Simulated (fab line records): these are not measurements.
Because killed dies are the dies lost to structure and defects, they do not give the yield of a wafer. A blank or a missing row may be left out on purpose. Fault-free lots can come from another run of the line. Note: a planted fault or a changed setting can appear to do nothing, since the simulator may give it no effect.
fab line records / flow n5Finfet
record lots=4 wafers=12 lastDay=15
route steps=1938 shown WELL_APT@46 PMOS_HMC_CHANNEL_EPI@57 SD_EPI_N@284 BEOL_M4@1111
lots with no fault: from the same line, run without faults
startH: start of the lot's first displayed wafer, in hours after the record's first day / waitH: how many hours have passed since the lot's step before this one / " unchanged from the row above / L1.1+2: a row that stands for several wafers / - no value, or no start given / * or withheld: withheld / < > ~ a bound
route shown NAME@n: NAME is a module with steps in the file, n the number in the route of the first one / usual: mean/standard deviation of fault-free wafers / same: alike in all rows / chamber/n: place in a boat / sites: the reading at each site / _std_site: the values' standard deviation / _edge_site: inner sites' mean taken away from outer sites' mean / radiusMm: for every site, how far away it sits from the centre of the wafer / mask NAME#n: copy n / behind: the last tool/chamber to shape the wafer / hold: why the lot went on hold/how many hours it stayed there/how the hold came to an end / device: transistor that didn't switch, given as n, p or np / end of line: the tests these same wafers got at the end of their route / step lacking rows: just its recipe / killed: the dies lost at the first sort to structure and to defects; this is not the yield of the wafer / map: per-die view of a wafer (x killed, . not killed, _ where there is no die)
set.NAME: the setting as run; set.NAME@STEP: as run at that earlier step / model.NAME: the simulator's own value behind a step, which no gauge read
lots at selected steps of the route; one table per step, one row per wafer
services: when a tool's chamber went out of use (startH, in hours from the record's first day, below 0 if earlier), for how many hours, and the reason
## steps
# step N5_WELL_APT_DESCUM_30
# recipe chemistry=O2 timeS=7.9 sourcePowerW=50 biasPowerW=20 pressureMtorr=20 rfFrequencyHz=2.712e+07 tempC=40 o2FlowSccm=225
# step N5_WELL_APT_IMPLANT_31
# recipe species=B energyKev=60 doseCm2=1.5e+13 tiltDeg=0 rotationDeg=0
# step N5_WELL_APT_IMPLANT_32
# recipe species=BF2 energyKev=50 doseCm2=2e+13 tiltDeg=0 rotationDeg=0
# step N5_WELL_APT_STRIP_33
# recipe chemistry=SPM timeS=900 tempC=130 h2so4H2o2VolRatio=4 dry=ipaMarangoni
# step N5_WELL_APT_RTA_34
# recipe tempC=1000 timeS=10 ambient=N2 idleTempC=600 rampUpCPerS=150 rampDownCPerS=60 coolToC=600
# step N5_WELL_APT_OXIDE_STRIP_42
# recipe chemistry=dHF dilution=25:1 timeS=45 tempC=25 target=SiO2 targetDepthA=120
# step N5_WELL_APT_PRECLEAN_36
# recipe chemistry=O3/DIW timeS=45 tempC=22 o3Ppm=10
# step N5_WELL_APT_PRECLEAN_39
# recipe chemistry=dHF timeS=60 dilution=150:1 tempC=25
# step N5_WELL_APT_SRD_37
# recipe dry=ipaMarangoni doPpb=5 timeS=30 tempC=23 rinseLiquid=diw
# step N5_WELL_APT_EPI_41
# recipe material=Si targetThkA=500 tempC=650 precursor=SiH4/H2 pressureTorr=20 timeS=297.7
# usual throttleValvePct=11.6/0.32
lot.wafer=L828.2 tool=epiRpcvd-04 chamber=0 startH=46.66 waitH=0.2 throttleValvePct=11.7 model.Si_of_WELL_APT_EPI_41.thkNm=51.14
lot.wafer=L828.4 tool=epiRpcvd-04 chamber=0 startH=46.66 waitH=0.2 throttleValvePct=11.7 model.Si_of_WELL_APT_EPI_41.thkNm=50.7
lot.wafer=L828.6 tool=epiRpcvd-04 chamber=0 startH=46.66 waitH=0.2 throttleValvePct=11.7 model.Si_of_WELL_APT_EPI_41.thkNm=50.38
lot.wafer=L835.3 tool=epiRpcvd-04 chamber=0 startH=88.70 waitH=0.3 throttleValvePct=11.7 model.Si_of_WELL_APT_EPI_41.thkNm=40.89
lot.wafer=L835.4 tool=epiRpcvd-04 chamber=0 startH=88.70 waitH=0.3 throttleValvePct=11.8 model.Si_of_WELL_APT_EPI_41.thkNm=48.27
lot.wafer=L835.6 tool=epiRpcvd-04 chamber=0 startH=88.70 waitH=0.3 throttleValvePct=12.0 model.Si_of_WELL_APT_EPI_41.thkNm=48.41
lot.wafer=L838.1 tool=epiRpcvd-02 chamber=0 startH=107.13 waitH=0.0 throttleValvePct=11.1 model.Si_of_WELL_APT_EPI_41.thkNm=50.36
lot.wafer=L838.3 tool=epiRpcvd-02 chamber=0 startH=107.13 waitH=0.0 throttleValvePct=11.2 model.Si_of_WELL_APT_EPI_41.thkNm=50.91
lot.wafer=L838.5 tool=epiRpcvd-02 chamber=0 startH=107.13 waitH=0.0 throttleValvePct=11.3 model.Si_of_WELL_APT_EPI_41.thkNm=50.05
lot.wafer=L840.1 tool=epiRpcvd-04 chamber=0 startH=118.67 waitH=0.0 throttleValvePct=11.8 model.Si_of_WELL_APT_EPI_41.thkNm=49.34
lot.wafer=L840.2 tool=epiRpcvd-04 chamber=0 startH=118.67 waitH=0.0 throttleValvePct=11.6 model.Si_of_WELL_APT_EPI_41.thkNm=42.48
lot.wafer=L840.3 tool=epiRpcvd-04 chamber=0 startH=118.67 waitH=0.0 throttleValvePct=11.6 model.Si_of_WELL_APT_EPI_41.thkNm=42.03
# step N5_PMOS_HMC_CHANNEL_EPI_HM_DEP_34
# recipe material=SiO2 targetThkA=360 tempC=400 precursor=TEOS/O2 pressureTorr=6.5 rfW=900 teosFlowSccm=161.4 gas=O2 flowSccm=2650 timeS=6.9
# step N5_PMOS_HMC_CHANNEL_EPI_COAT_31
# recipe resist=BARC tempC=205 timeS=60 spinRpm=1500 resistThkNm=66
# step N5_PMOS_HMC_CHANNEL_EPI_COAT_03
# recipe resist=CAR-ArF-block spinRpm=1500 resistThkNm=205
# step N5_PMOS_HMC_CHANNEL_EPI_EBR_05
# recipe solvent=PGMEA ebrWidthMm=1.5
# step N5_PMOS_HMC_CHANNEL_EPI_SOFTBAKE_04
# recipe tempC=110 timeS=60 resist=CAR-ArF-block
# step N5_PMOS_HMC_CHANNEL_EPI_EXPOSE_06
# recipe maskId=PMOS_HMC_BLK na=1.35 sourceShape=conventional sigmaOuter=0.8 polarization=unpolarized targetCdNm=240 doseMj=41
# step N5_PMOS_HMC_CHANNEL_EPI_PEB_07
# recipe pebTempC=110 pebTimeS=60 resist=CAR-ArF-block
# step N5_PMOS_HMC_CHANNEL_EPI_DEVELOP_08
# recipe developTimeS=30 developer=TMAH resist=CAR-ArF-block devTempC=23 rinseLiquid=diw dry=airSpin
# step N5_PMOS_HMC_CHANNEL_EPI_DESCUM_14
# recipe chemistry=O2 timeS=7.9 sourcePowerW=50 biasPowerW=20 pressureMtorr=20 rfFrequencyHz=2.712e+07 tempC=40 resist=CAR-ArF-block o2FlowSccm=225
# step N5_PMOS_HMC_CHANNEL_EPI_ETCH_32
# recipe chemistry=N2/H2 target=BARC stopOn=SiO2 targetDepthA=858 overEtchFrac=0.3 timeS=50.3 ionEnergyEv=200 maskMaterial=CAR-ArF-block pressureMtorr=30 sourceW=840 biasW=150 n2FlowSccm=200 h2FlowSccm=200
# step N5_PMOS_HMC_CHANNEL_EPI_HM_OPEN_15
# recipe chemistry=CHF3/O2 target=SiO2 maskMaterial=CAR-ArF-block targetDepthA=406 CHF3_flow_sccm=50 O2_flow_sccm=5 Ar_flow_sccm=200 timeS=20.3 pressureMtorr=30 sourceW=650 biasW=170 ionEnergyEv=200
# step N5_PMOS_HMC_CHANNEL_EPI_STRIP_33
# recipe chemistry=N2/H2 powerW=500 tempC=40 pressureMtorr=50 rfFrequencyHz=6e+07 overashFraction=0.3 biasPowerW=8 h2Frac=0.5 n2FlowSccm=300 h2FlowSccm=300
# step N5_PMOS_HMC_CHANNEL_EPI_STRIP_17
# recipe chemistry=SPM timeS=750 tempC=130 h2so4H2o2VolRatio=4 dry=ipaMarangoni
# step N5_PMOS_HMC_CHANNEL_EPI_ETCH_38
# recipe chemistry=CF4 target=SiO2 targetDepthA=15 ionEnergyEv=350 pressureMtorr=10 icpW=800 biasW=400 cf4FlowSccm=80
# step N5_PMOS_HMC_CHANNEL_EPI_FIN_RECESS_16
# recipe chemistry=HBr/Cl2 target=Si maskMaterial=SiO2 targetDepthA=540 timeS=18 pressureMtorr=10 icpW=800 biasW=75 HBr_flow_sccm=150 Cl2_flow_sccm=80
# step N5_PMOS_HMC_CHANNEL_EPI_PRECLEAN_36
# recipe chemistry=O3/DIW timeS=45 tempC=22 o3Ppm=10
# step N5_PMOS_HMC_CHANNEL_EPI_PRECLEAN_18
# recipe chemistry=DHF timeS=30 tempC=25 dilution=withheld
# step N5_PMOS_HMC_CHANNEL_EPI_SRD_19
# recipe dry=ipaMarangoni doPpb=5 timeS=30 tempC=23 rinseLiquid=diw
# step N5_PMOS_HMC_CHANNEL_EPI_EPI_20
# recipe material=SiGe30 maskMaterial=SiO2 pressureTorr=20 targetThkA=590 tempC=600
# step N5_PMOS_HMC_CHANNEL_EPI_HM_STRIP_35
# recipe chemistry=dHF tempC=25 material=SiO2 target=SiO2 targetDepthA=396 timeS=216
# step N5_PMOS_HMC_CHANNEL_EPI_SRD_39
# recipe dry=ipaMarangoni timeS=30 tempC=23 rinseLiquid=diw
# step N5_PMOS_HMC_CHANNEL_EPI_CMP_21
# recipe material=SiGe30 postCmpClean=alkalineBrush targetThkNm=54
# step N5_PMOS_HMC_CHANNEL_EPI_PRECLEAN_40
# recipe chemistry=DHF timeS=30 tempC=25 dilution=withheld
# step N5_PMOS_HMC_CHANNEL_EPI_PRECLEAN_37
# recipe chemistry=O3/DIW timeS=45 tempC=22 o3Ppm=10
# step N5_SD_EPI_N_STRIP_18
# recipe chemistry=SPM timeS=750 tempC=130 h2so4H2o2VolRatio=4
lot.wafer=L828.2 tool=wetBench-06 chamber=1 startH=84.78 waitH=0.0 model.Si_of_WELL_APT_EPI_41.thkNm=9.8
lot.wafer=L828.4 tool=wetBench-06 chamber=3 startH=84.78 waitH=0.0 model.Si_of_WELL_APT_EPI_41.thkNm=10.2
lot.wafer=L828.6 tool=wetBench-06 chamber=5 startH=84.78 waitH=0.0 model.Si_of_WELL_APT_EPI_41.thkNm=8.6
lot.wafer=L835.3 tool=wetBench-01 chamber=7 startH=122.64 waitH=0.0 model.Si_of_WELL_APT_EPI_41.thkNm=4.8
lot.wafer=L835.4+6 tool=wetBench-01 chamber=2,6 startH=122.64 waitH=0.0 model.Si_of_WELL_APT_EPI_41.thkNm=6
lot.wafer=L838.1 tool=wetBench-04 chamber=2 startH=143.68 waitH=0.0 model.Si_of_WELL_APT_EPI_41.thkNm=8.2
lot.wafer=L838.3 tool=wetBench-04 chamber=7 startH=143.68 waitH=0.0 model.Si_of_WELL_APT_EPI_41.thkNm=9.2
lot.wafer=L838.5 tool=wetBench-04 chamber=0 startH=143.68 waitH=0.0 model.Si_of_WELL_APT_EPI_41.thkNm=7.8
lot.wafer=L840.1 tool=wetBench-04 chamber=3 startH=154.79 waitH=0.0 model.Si_of_WELL_APT_EPI_41.thkNm=7.6
lot.wafer=L840.2 tool=wetBench-04 chamber=4 startH=154.79 waitH=0.0 model.Si_of_WELL_APT_EPI_41.thkNm=4.4
lot.wafer=L840.3 tool=wetBench-04 chamber=5 startH=154.79 waitH=0.0 model.Si_of_WELL_APT_EPI_41.thkNm=4.6
# step N5_BEOL_M4_RC_MEAS_101
# usual CJ_N=4.33/0.095 CJ_P=5.78/0.14 DIBL_N=35.9/1.4 DIBL_P=35.9/1.7 IOFF_N=0.160/0.026 IOFF_P=0.21/0.036 ION_N=672/11 ION_P=461/8.1 RS_NWELL=1036/6.3 RS_PWELL=3002/22 SS_N=71.4/0.54 SS_P=73.2/0.67 VT_N=249.3/2.7 VT_P=-250/3.9
lot.wafer=L828.2 tool=prober-01 chamber=0 startH=206.68 waitH=0.2 CJ_N=4.29 CJ_P=6.00 DIBL_N[mV/V]=37.3 DIBL_P[mV/V]=36.4 IOFF_N[nA/um]=0.173 IOFF_P[nA/um]=0.21 ION_N[uA/um]=675 ION_P[uA/um]=459 RS_NWELL[ohm/sq]=1041 RS_PWELL[ohm/sq]=3002 SS_N[mV/dec]=72.2 SS_P[mV/dec]=73.3 VT_N[mV]=249.2 VT_P[mV]=-253
lot.wafer=L828.4 tool=prober-01 chamber=0 startH=206.68 waitH=0.2 CJ_N=4.19 CJ_P=5.54 DIBL_N[mV/V]=37.3 DIBL_P[mV/V]=36.9 IOFF_N[nA/um]=0.181 IOFF_P[nA/um]=0.22 ION_N[uA/um]=679 ION_P[uA/um]=463 RS_NWELL[ohm/sq]=1046 RS_PWELL[ohm/sq]=2993 SS_N[mV/dec]=72.2 SS_P[mV/dec]=73.5 VT_N[mV]=247.8 VT_P[mV]=-251
lot.wafer=L828.6 tool=prober-01 chamber=0 startH=206.68 waitH=0.2 CJ_N=4.34 CJ_P=5.65 DIBL_N[mV/V]=35.6 DIBL_P[mV/V]=33.8 IOFF_N[nA/um]=0.142 IOFF_P[nA/um]=0.17 ION_N[uA/um]=659 ION_P[uA/um]=450 RS_NWELL[ohm/sq]=1034 RS_PWELL[ohm/sq]=3014 SS_N[mV/dec]=71.8 SS_P[mV/dec]=73.5 VT_N[mV]=253.4 VT_P[mV]=-256
lot.wafer=L835.3 tool=prober-02 chamber=0 startH=250.35 waitH=0.3 CJ_N=5.05 CJ_P=4.13 DIBL_N[mV/V]=38.2 DIBL_P[mV/V]=39.6 IOFF_N[nA/um]=0.186 IOFF_P[nA/um]=0.26 ION_N[uA/um]=682 ION_P[uA/um]=475 RS_NWELL[ohm/sq]=1046 RS_PWELL[ohm/sq]=3126 SS_N[mV/dec]=72.5 SS_P[mV/dec]=73.8 VT_N[mV]=248.5 VT_P[mV]=-248
lot.wafer=L835.4 tool=prober-02 chamber=0 startH=250.35 waitH=0.3 CJ_N=4.55 CJ_P=5.83 DIBL_N[mV/V]=34.6 DIBL_P[mV/V]=34.6 IOFF_N[nA/um]=0.135 IOFF_P[nA/um]=0.18 ION_N[uA/um]=671 ION_P[uA/um]=457 RS_NWELL[ohm/sq]=1050 RS_PWELL[ohm/sq]=3006 SS_N[mV/dec]=71.3 SS_P[mV/dec]=72.2 VT_N[mV]=251.0 VT_P[mV]=-253
lot.wafer=L835.6 tool=prober-02 chamber=0 startH=250.35 waitH=0.3 CJ_N=4.61 CJ_P=5.88 DIBL_N[mV/V]=36.9 DIBL_P[mV/V]=37.0 IOFF_N[nA/um]=0.165 IOFF_P[nA/um]=0.21 ION_N[uA/um]=685 ION_P[uA/um]=468 RS_NWELL[ohm/sq]=1040 RS_PWELL[ohm/sq]=3026 SS_N[mV/dec]=71.8 SS_P[mV/dec]=72.7 VT_N[mV]=248.2 VT_P[mV]=-251
lot.wafer=L838.1 tool=prober-02 chamber=0 startH=254.92 waitH=0.0 CJ_N=4.36 CJ_P=5.85 DIBL_N[mV/V]=33.2 DIBL_P[mV/V]=33.0 IOFF_N[nA/um]=0.127 IOFF_P[nA/um]=0.14 ION_N[uA/um]=662 ION_P[uA/um]=451 RS_NWELL[ohm/sq]=1034 RS_PWELL[ohm/sq]=2964 SS_N[mV/dec]=70.4 SS_P[mV/dec]=72.6 VT_N[mV]=252.5 VT_P[mV]=-257
lot.wafer=L838.3 tool=prober-02 chamber=0 startH=254.92 waitH=0.0 CJ_N=4.33 CJ_P=6.10 DIBL_N[mV/V]=35.3 DIBL_P[mV/V]=35.4 IOFF_N[nA/um]=0.143 IOFF_P[nA/um]=0.15 ION_N[uA/um]=667 ION_P[uA/um]=451 RS_NWELL[ohm/sq]=1035 RS_PWELL[ohm/sq]=2981 SS_N[mV/dec]=71.1 SS_P[mV/dec]=73.0 VT_N[mV]=251.1 VT_P[mV]=-258
lot.wafer=L838.5 tool=prober-02 chamber=0 startH=254.92 waitH=0.0 CJ_N=4.38 CJ_P=5.96 DIBL_N[mV/V]=34.4 DIBL_P[mV/V]=34.5 IOFF_N[nA/um]=0.135 IOFF_P[nA/um]=0.15 ION_N[uA/um]=663 ION_P[uA/um]=450 RS_NWELL[ohm/sq]=1039 RS_PWELL[ohm/sq]=2974 SS_N[mV/dec]=71.1 SS_P[mV/dec]=72.9 VT_N[mV]=250.8 VT_P[mV]=-258
lot.wafer=L840.1 tool=prober-02 chamber=0 startH=260.94 waitH=0.0 CJ_N=4.27 CJ_P=5.86 DIBL_N[mV/V]=35.9 DIBL_P[mV/V]=34.7 IOFF_N[nA/um]=0.152 IOFF_P[nA/um]=0.22 ION_N[uA/um]=664 ION_P[uA/um]=459 RS_NWELL[ohm/sq]=1048 RS_PWELL[ohm/sq]=3031 SS_N[mV/dec]=71.1 SS_P[mV/dec]=73.4 VT_N[mV]=249.3 VT_P[mV]=-249
lot.wafer=L840.2 tool=prober-02 chamber=0 startH=260.94 waitH=0.0 CJ_N=4.93 CJ_P=4.51 DIBL_N[mV/V]=36.5 DIBL_P[mV/V]=37.9 IOFF_N[nA/um]=0.156 IOFF_P[nA/um]=0.29 ION_N[uA/um]=649 ION_P[uA/um]=463 RS_NWELL[ohm/sq]=1063 RS_PWELL[ohm/sq]=3109 SS_N[mV/dec]=71.2 SS_P[mV/dec]=73.4 VT_N[mV]=248.0 VT_P[mV]=-246
lot.wafer=L840.3 tool=prober-02 chamber=0 startH=260.94 waitH=0.0 CJ_N=4.80 CJ_P=4.59 DIBL_N[mV/V]=35.0 DIBL_P[mV/V]=35.9 IOFF_N[nA/um]=0.143 IOFF_P[nA/um]=0.25 ION_N[uA/um]=660 ION_P[uA/um]=475 RS_NWELL[ohm/sq]=1067 RS_PWELL[ohm/sq]=3134 SS_N[mV/dec]=70.8 SS_P[mV/dec]=72.8 VT_N[mV]=249.4 VT_P[mV]=-245
## services
tool=wetBench-04 chamber=- startH=144.02 hours=0.9 kind=repair
tool=epiRpcvd-02 chamber=- startH=153.44 hours=0.8 kind=pm
## key
firstSign step=N5_BEOL_M4_RC_MEAS_101 reading=CJ_P direction=down sigmas=9.5 usual=5.78 struck=4.41
effect step=N5_BEOL_M4_RC_MEAS_101 reading=CJ_N direction=up sigmas=6.3 usual=4.33 struck=4.93
effect step=N5_BEOL_M4_RC_MEAS_101 reading=RS_PWELL direction=up sigmas=5.6 usual=3002 struck=3123
effect step=N5_BEOL_M4_RC_MEAS_101 reading=RS_NWELL direction=up sigmas=3.5 usual=1036 struck=1059
modelEffect step=N5_WELL_APT_EPI_41 value=Si_of_WELL_APT_EPI_41.thkNm without=49.6 struck=41.8
modelEffect step=N5_SD_EPI_N_STRIP_18 value=Si_of_WELL_APT_EPI_41.thkNm without=8.067 struck=4.6
metAt N5_WELL_APT_EPI_41
struckWafers L835.3,L840.2,L840.3
onsetBetween 46.66 88.70
fault kind=processParameterDrift tool=epiRpcvd-04 chamber=- onsetH=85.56 steps=N5_WELL_APT_EPI_41 channel=targetThkA offset=* shape=step endH=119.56 scope=struckWafersOnly stated=*
